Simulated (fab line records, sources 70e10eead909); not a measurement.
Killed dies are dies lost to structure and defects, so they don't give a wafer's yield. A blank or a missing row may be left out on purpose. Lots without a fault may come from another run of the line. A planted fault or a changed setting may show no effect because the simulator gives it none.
fab line records | flow nand_harc
record lots=5 wafers=13 last_day=35
route steps=1302 shown A_STAIRCASE@642 END@1302
lots that met no fault: from a run of the same line without faults
start_h: hours from the record's first day to the start of the lot's first wafer shown | wait_h: hours since the lot's step before | " the same as in the row above | L1.1+2: a row that stands for several wafers | - no value, or no start given | * or withheld: withheld | < > ~ a bound
route shown NAME@n: a module of which the file shows steps, and the number in the route of the first | usual: mean/standard deviation of fault-free wafers | same: alike in all rows | chamber/n: place in a boat | sites: the reading at each site | _std_site: their standard deviation | _edge_site: outer sites' mean less inner sites' | radius_mm: how far each site lies from the wafer's centre | mask NAME#n: copy n | behind: the tool/chamber that last shaped the wafer | hold: why the lot was held/for how many hours/how that ended | device: the transistor (n, p or np) that didn't switch | end of line: the same wafers' tests at the end of the route | a step without rows: its recipe alone | killed: dies lost to structure and defects at the first sort, not the wafer's yield | map: a wafer's dies, x killed, . not, _ none there
set.NAME: the setting as run; set.NAME@STEP: as run at that earlier step | model.NAME: the simulator's own value behind a step, which no gauge read
lots at some steps of the route; a table a step, a row a wafer
services: from which hour (start_h, from the record's first day; less than 0 if before it) a tool's chamber was out of use, for how many hours, and why
## steps
# step NHARC_A_STAIRCASE_COAT_160
# recipe spin_rpm=1200
# step NHARC_A_STAIRCASE_SOFTBAKE_161
# recipe temp_c=135 time_s=170
# step NHARC_A_STAIRCASE_EBR_162
# step NHARC_A_STAIRCASE_EXPOSE_163
# recipe na=0.5 dose_mj=20.01 mask_id=STAIR_OPEN
# step NHARC_A_STAIRCASE_PEB_164
# recipe peb_temp_c=115 peb_time_s=130
# step NHARC_A_STAIRCASE_DEVELOP_165
# recipe time_s=140
# step NHARC_A_STAIRCASE_HARDBAKE_167
# recipe temp_c=120 time_s=140
# step NHARC_A_STAIRCASE_DESCUM_168
# recipe time_s=3 o2_flow_sccm=200 ar_flow_sccm=0 bias_power_w=0 chemistry=O2
# usual drypump_motor_current_A=5.7/0.47 oes_product_au=1.001/0.0068 rf_vpp_V=57.8/0.9 showerhead_plenum_p_Torr=1.91/0.098 throttle_valve_pct=11.311/0.009
# columns lot.wafer tool chamber start_h wait_h drypump_motor_current_A oes_product_au rf_hours_counter_h rf_vpp_V showerhead_plenum_p_Torr throttle_valve_pct
L711.1 rie_diel-09 2 453.56 - 6.1 1.001 38 57.3 2.06 11.316
L716.1 rie_diel-01 3 512.12 - 5.9 1.005 40 56.6 1.80 11.319
L716.2 " 0 " " 5.3 1.006 46 58.4 1.86 11.320
L716.5 " 0 " " 5.3 1.003 - 57.0 1.87 11.309
L720.1 rie_diel-06 3 554.99 - 5.6 1.012 22 57.5 1.79 11.301
L720.3 " 0 " " 5.3 1.003 15 59.0 1.80 11.291
L720.5 " 3 " " 5.6 0.994 - 56.6 1.79 11.306
L721.3 rie_diel-09 1 562.13 - 4.7 1.004 20 57.6 1.92 11.315
L721.1 " 0 " " 6.0 1.009 20 56.8 1.78 11.319
L721.5 " 1 " " 4.7 1.003 - 57.6 1.92 11.313
L722.4 rie_diel-06 1 589.72 - 6.3 1.001 34 57.0 1.81 11.308
L722.6 " 2 " " 6.2 1.005 - 58.4 2.00 11.306
L722.5 " 3 " " 5.7 1.007 - 57.2 1.78 11.307
# step NHARC_A_STAIRCASE_ETCH_169
# recipe target_depth_a=500 time_s=107.1 ion_energy_ev=120 ch3f_flow_sccm=50 o2_flow_sccm=30 ar_flow_sccm=200 rf_w=500 bias_w=100 chemistry=CH3F/O2
# step NHARC_A_STAIRCASE_ETCH_170
# recipe target_depth_a=2000 time_s=66.667 ion_energy_ev=250 c4f6_flow_sccm=25 o2_flow_sccm=20 ar_flow_sccm=500 rf_w=600 bias_w=500 chemistry=C4F6/O2
# step NHARC_A_STAIRCASE_STRIP_171
# recipe power_w=1500 temp_c=250 chemistry=O2
# step NHARC_A_STAIRCASE_STRIP_172
# recipe time_s=900 temp_c=130 chemistry=SPM
# columns lot.wafer tool chamber start_h wait_h
L711.1 wet_bench-09 4 454.70 0.3
L716.2+1+5 wet_bench-04 1,2,5 512.79 0.3
L720.5+1+3 wet_bench-06 1,4,5 555.64 0.1
L721.3+5+1 wet_bench-04 0,1,2 563.13 0.2
L722.4+5+6 wet_bench-09 5,7,0 590.67 0.2
# step NHARC_A_STAIRCASE_PRECLEAN_173
# recipe time_s=* temp_c=50 bath_age_min=0 chemistry=SC1
# step NHARC_A_STAIRCASE_SRD_174
# step NHARC_A_STAIRCASE_DEHYDRATE_01
# recipe temp_c=150 time_s=120
# step NHARC_A_STAIRCASE_HMDS_02
# recipe time_s=30
# step NHARC_A_STAIRCASE_COAT_03
# recipe spin_rpm=1200
# step NHARC_A_STAIRCASE_SOFTBAKE_04
# recipe temp_c=135 time_s=170
# step NHARC_A_STAIRCASE_EBR_05
# step NHARC_A_STAIRCASE_EXPOSE_06
# recipe na=0.5 dose_mj=25.43 mask_id=STAIR
# step NHARC_A_STAIRCASE_PEB_07
# recipe peb_temp_c=115 peb_time_s=130
# step NHARC_A_STAIRCASE_DEVELOP_08
# recipe time_s=140
# step NHARC_A_STAIRCASE_HARDBAKE_10
# recipe temp_c=120 time_s=140
# step NHARC_A_STAIRCASE_DESCUM_11
# recipe time_s=3 o2_flow_sccm=200 ar_flow_sccm=0 bias_power_w=0 chemistry=O2
# step NHARC_A_STAIRCASE_TRIM_12
# recipe time_s=211.2 o2_flow_sccm=500 ar_flow_sccm=0 bias_w=0 chemistry=O2
# step NHARC_A_STAIRCASE_ETCH_13
# recipe target_depth_a=1000 time_s=40.5 ion_energy_ev=400 c4f8_flow_sccm=20 o2_flow_sccm=10 ar_flow_sccm=withheld rf_w=600 bias_w=1000 chemistry=C4F8/O2
# usual oes_product_au=0.944/0.012 rf_vpp_V=895/6
# columns lot.wafer tool chamber start_h wait_h oes_product_au rf_hours_counter_h rf_vpp_V
L711.1 rie_diel-06 0 - - 0.940 45 890
L716.1 rie_diel-09 1 - - 0.955 1 897
L716.2 " 2 " " 0.941 1 904
L716.5 " 0 " " 0.959 - 889
L720.3 rie_diel-09 2 - - 0.951 14 905
L720.1 " 0 " " 0.953 16 887
L720.5 " 1 " " 0.964 - 896
L721.3 rie_diel-06 2 - - 0.948 27 903
L721.1 " 3 " " 0.951 25 887
L721.5 " 2 " " 0.933 - 902
L722.4 rie_diel-06 2 - - 0.938 34 902
L722.6 " 1 " " 0.925 - 889
L722.5 " 2 " " 0.936 - 901
# step NHARC_A_STAIRCASE_TRIM_14
# recipe time_s=211.2 o2_flow_sccm=500 ar_flow_sccm=0 bias_w=0 chemistry=O2
# step NHARC_A_STAIRCASE_ETCH_15
# recipe target_depth_a=1000 time_s=40.5 ion_energy_ev=400 c4f8_flow_sccm=20 o2_flow_sccm=10 ar_flow_sccm=withheld rf_w=600 bias_w=1000 chemistry=C4F8/O2
# step NHARC_A_STAIRCASE_TRIM_16
# recipe time_s=211.2 o2_flow_sccm=500 ar_flow_sccm=0 bias_w=0 chemistry=O2
# usual drypump_motor_current_A=5.8/0.58 oes_product_au=1.001/0.0073 rf_vpp_V=57.6/0.91 showerhead_plenum_p_Torr=3.49/0.16 throttle_valve_pct=17.036/0.0091
# columns lot.wafer tool chamber start_h wait_h drypump_motor_current_A oes_product_au rf_hours_counter_h rf_vpp_V showerhead_plenum_p_Torr throttle_valve_pct
L711.1 rie_diel-06 2 - - 6.1 0.998 46 57.8 3.71 17.040
L716.1 rie_diel-09 3 - - 6.4 1.008 1 57.6 3.53 17.030
L716.2 " 0 " " 6.0 1.001 1 57.7 3.31 17.035
L716.5 " 3 " " 6.4 1.014 - 57.3 3.53 17.030
L720.1 rie_diel-09 0 - - 6.0 1.001 16 55.9 3.30 17.028
L720.3 " 1 " " 4.7 1.008 15 57.9 3.54 17.035
L720.5 " 1 " " 4.7 1.007 - 56.0 3.54 17.020
L721.1 rie_diel-06 3 - - 5.6 1.003 25 57.4 3.31 17.041
L721.3 " 1 " " 6.3 1.003 25 56.9 3.35 17.048
L721.5 " 3 " " 5.6 1.000 - 57.0 3.31 17.036
L722.4 rie_diel-06 0 - - 5.2 0.990 27 56.7 3.32 17.028
L722.5 " 3 " " 5.7 1.018 - 56.6 3.31 17.041
L722.6 " 0 " " 5.2 1.002 - 57.9 3.32 17.041
# step NHARC_A_STAIRCASE_ETCH_17
# recipe target_depth_a=1000 time_s=40.5 ion_energy_ev=400 c4f8_flow_sccm=20 o2_flow_sccm=10 ar_flow_sccm=withheld rf_w=600 bias_w=1000 chemistry=C4F8/O2
# step NHARC_A_STAIRCASE_TRIM_18
# recipe time_s=211.2 o2_flow_sccm=500 ar_flow_sccm=0 bias_w=0 chemistry=O2
# step NHARC_A_STAIRCASE_ETCH_19
# recipe target_depth_a=1000 time_s=40.5 ion_energy_ev=400 c4f8_flow_sccm=20 o2_flow_sccm=10 ar_flow_sccm=withheld rf_w=600 bias_w=1000 chemistry=C4F8/O2
# step NHARC_A_STAIRCASE_TRIM_20
# recipe time_s=211.2 o2_flow_sccm=500 ar_flow_sccm=0 bias_w=0 chemistry=O2
# step NHARC_A_STAIRCASE_ETCH_21
# recipe target_depth_a=1000 time_s=40.5 ion_energy_ev=400 c4f8_flow_sccm=20 o2_flow_sccm=10 ar_flow_sccm=withheld rf_w=600 bias_w=1000 chemistry=C4F8/O2
# step NHARC_A_STAIRCASE_TRIM_22
# recipe time_s=211.2 o2_flow_sccm=500 ar_flow_sccm=0 bias_w=0 chemistry=O2
# step NHARC_A_STAIRCASE_ETCH_23
# recipe target_depth_a=1000 time_s=40.5 ion_energy_ev=400 c4f8_flow_sccm=20 o2_flow_sccm=10 ar_flow_sccm=withheld rf_w=600 bias_w=1000 chemistry=C4F8/O2
# usual oes_product_au=0.949/0.011 rf_vpp_V=894/5.9
# columns lot.wafer tool chamber start_h wait_h oes_product_au rf_hours_counter_h rf_vpp_V
L711.1 rie_diel-06 3 - - 0.943 44 887
L716.1 rie_diel-01 3 - - 0.963 41 890
L716.2 " 1 " " 0.963 43 896
L716.5 " 3 " " 0.966 - 889
L720.1 rie_diel-06 1 - - 0.957 23 888
L720.3 " 3 " " 0.943 22 890
L720.5 " 1 " " 0.963 - 889
L721.3 rie_diel-06 1 - - 0.924 26 889
L721.1 " 3 " " 0.947 25 888
L721.5 " 2 " " 0.927 - 901
L722.4 rie_diel-01 1 - - 0.936 5 894
L722.5 " 3 " " 0.940 - 890
L722.6 " 0 " " 0.939 - 891
# step NHARC_A_STAIRCASE_TRIM_24
# recipe time_s=211.2 o2_flow_sccm=500 ar_flow_sccm=0 bias_w=0 chemistry=O2
# step NHARC_A_STAIRCASE_ETCH_25
# recipe target_depth_a=1000 time_s=40.5 ion_energy_ev=400 c4f8_flow_sccm=20 o2_flow_sccm=10 ar_flow_sccm=withheld rf_w=600 bias_w=1000 chemistry=C4F8/O2
# usual oes_product_au=0.947/0.0092 rf_vpp_V=894/6.1
# columns lot.wafer tool chamber start_h wait_h oes_product_au rf_hours_counter_h rf_vpp_V
L711.1 rie_diel-06 2 - - 0.939 47 905
L716.2 rie_diel-01 3 - - 0.956 41 888
L716.1 " 1 " " 0.955 43 896
L716.5 " 3 " " 0.939 - 889
L720.1 rie_diel-06 2 - - 0.960 24 903
L720.3 " 3 " " 0.935 22 886
L720.5 " 1 " " 0.960 - 890
L721.1 rie_diel-06 2 - - 0.944 27 902
L721.3 " 3 " " 0.955 25 887
L721.5 " 2 " " 0.946 - 901
L722.4 rie_diel-01 1 - - 0.939 5 896
L722.5 " 3 " " 0.945 - 888
L722.6 " 0 " " 0.945 - 892
# step NHARC_A_STAIRCASE_TRIM_26
# recipe time_s=211.2 o2_flow_sccm=500 ar_flow_sccm=0 bias_w=0 chemistry=O2
# step NHARC_END_SORT_01
# recipe temp_c=25
# usual killed_at_array=52/19 killed_at_other=0.8/1 killed_at_periphery=3.7/2.5 killed_dies=56/19 killed_open=3.5/2 killed_short=2.2/1.4
# same gross_dies=677
# columns lot.wafer tool chamber start_h wait_h killed_at_array killed_at_other killed_at_periphery killed_dies killed_open killed_short
L711.1 prober-02 0 664.67 2.5 112 0 2 114 4 3
# killed by level:class
L711.1 A_STAIRCASE:unspecified=55 A_SLIT:chamber_film_flake=32 A_CHANNEL_HOLE_D1:chamber_film_flake=10 A_CONTACT:chamber_film_flake=5 A_STAIRCASE:chamber_film_flake=4 P_GATE:geometric_particle:open=1 P_CONTACT:geometric_particle:short=1 A_ONON_D1:geometric_particle:short=1
# map L711.1 (x killed, . not)
____________.____________
_________x......_________
_______..........._______
______xx...........______
_____.xx............_____
____xxx..............____
____xxxx.............____
___xxxxxx.............___
___xxxxx..............___
__xxxxxxx..............__
__xxxxxx...............__
_.xxxxx.x..............._
_..xxxxx.x.............._
_.xxxx.................._
_....xxx................_
_....x.................._
....x....................
.........................
......x..................
.....x..x......xx........
.........................
_.......x.xx..x........._
_........x..x.....x....._
_.......x...xxx........._
_.........x............._
_......................._
__....x.....x..........__
__.......x....xx......x__
___......x...xx.x.....___
___.........xxxx......___
____.....xxxxx.x.....____
____.........xxxxx...____
_____....xxx.x.x...._____
______...x..xxxx...______
_______x..x...xxx._______
_________......._________
____________.____________
# map L722.4 (x killed, . not)
____________.____________
_________x......_________
_______x.........._______
______...x.x.......______
_____...x..........._____
____....x............____
____.xx..x.xx........____
___...................___
___...x....x..........___
__....x................__
__.....x..........x....__
_.............x........._
_...........x..........._
_...x.......x.x........._
_.................x....._
_..............x........_
........x................
........x................
.x......x.xxx............
.......xxx.x.............
....x.xx.x.xxx...........
_......xxx.............._
_....xxxxxxx............_
_....xx..xxxx.....x....._
_.......xxx............._
_........x.x............_
__.......x.x...........__
__......x.x............__
___................x..___
___...................___
____x...x............____
____.......x.........____
_____..............._____
______.........x...______
_______....xx....x_______
_________......._________
____________x____________
## services
# columns tool chamber start_h hours kind
rie_diel-06 0 438.76 - clean
rie_diel-06 1 438.76 - clean
rie_diel-06 2 438.76 - clean
rie_diel-06 3 438.76 - clean
rie_diel-01 1 440.03 2.8 repair
rie_diel-06 0 463.26 - clean
rie_diel-06 1 463.26 - clean
rie_diel-06 2 463.26 - clean
rie_diel-06 3 463.26 - clean
rie_diel-01 3 476.54 5.0 repair
rie_diel-01 2 484.32 20.3 repair
rie_diel-06 - 485.02 9.0 pm
rie_diel-06 0 485.02 9.0 vent_cycle
rie_diel-06 1 485.02 9.0 vent_cycle
rie_diel-06 2 485.02 9.0 vent_cycle
rie_diel-06 3 485.02 9.0 vent_cycle
rie_diel-06 0 494.02 - clean
rie_diel-06 1 494.02 - clean
rie_diel-09 - 499.71 9.0 pm
wet_bench-09 - 528.81 8.0 pm
rie_diel-06 0 545.26 7.5 repair
wet_bench-06 - 545.68 8.0 pm
rie_diel-01 - 561.14 9.0 pm
wet_bench-04 - 579.24 8.0 pm
## key
first_sign step=NHARC_END_SORT_01 reading=killed_at_array direction=up sigmas=3.2 usual=52 struck=112
effect step=NHARC_END_SORT_01 reading=killed_dies direction=up sigmas=3.1 usual=56 struck=114
more_kills_born_at NHARC_A_STAIRCASE_STRIP_172@wet_bench-09=55
met_at NHARC_A_STAIRCASE_STRIP_172
struck_wafers L711.1
tester_left_out L711
earlier_fault kind=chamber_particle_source tool=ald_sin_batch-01 chamber=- onset_h=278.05 steps=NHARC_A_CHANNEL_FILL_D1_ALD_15 rate_per_visit_cm2=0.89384 end_h=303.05
fault kind=chamber_particle_source tool=wet_bench-09 chamber=4 onset_h=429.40 steps=NHARC_A_STAIRCASE_STRIP_172 rate_per_visit_cm2=0.4074 end_h=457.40
# tester_left_out: of these lots the tester's yield and bins aren't shown, on N5 and GAA mostly nor the transistor test; their killed dies are dies lost to structure and defects alone, not to doping, threshold or leakage, so they don't give the yield
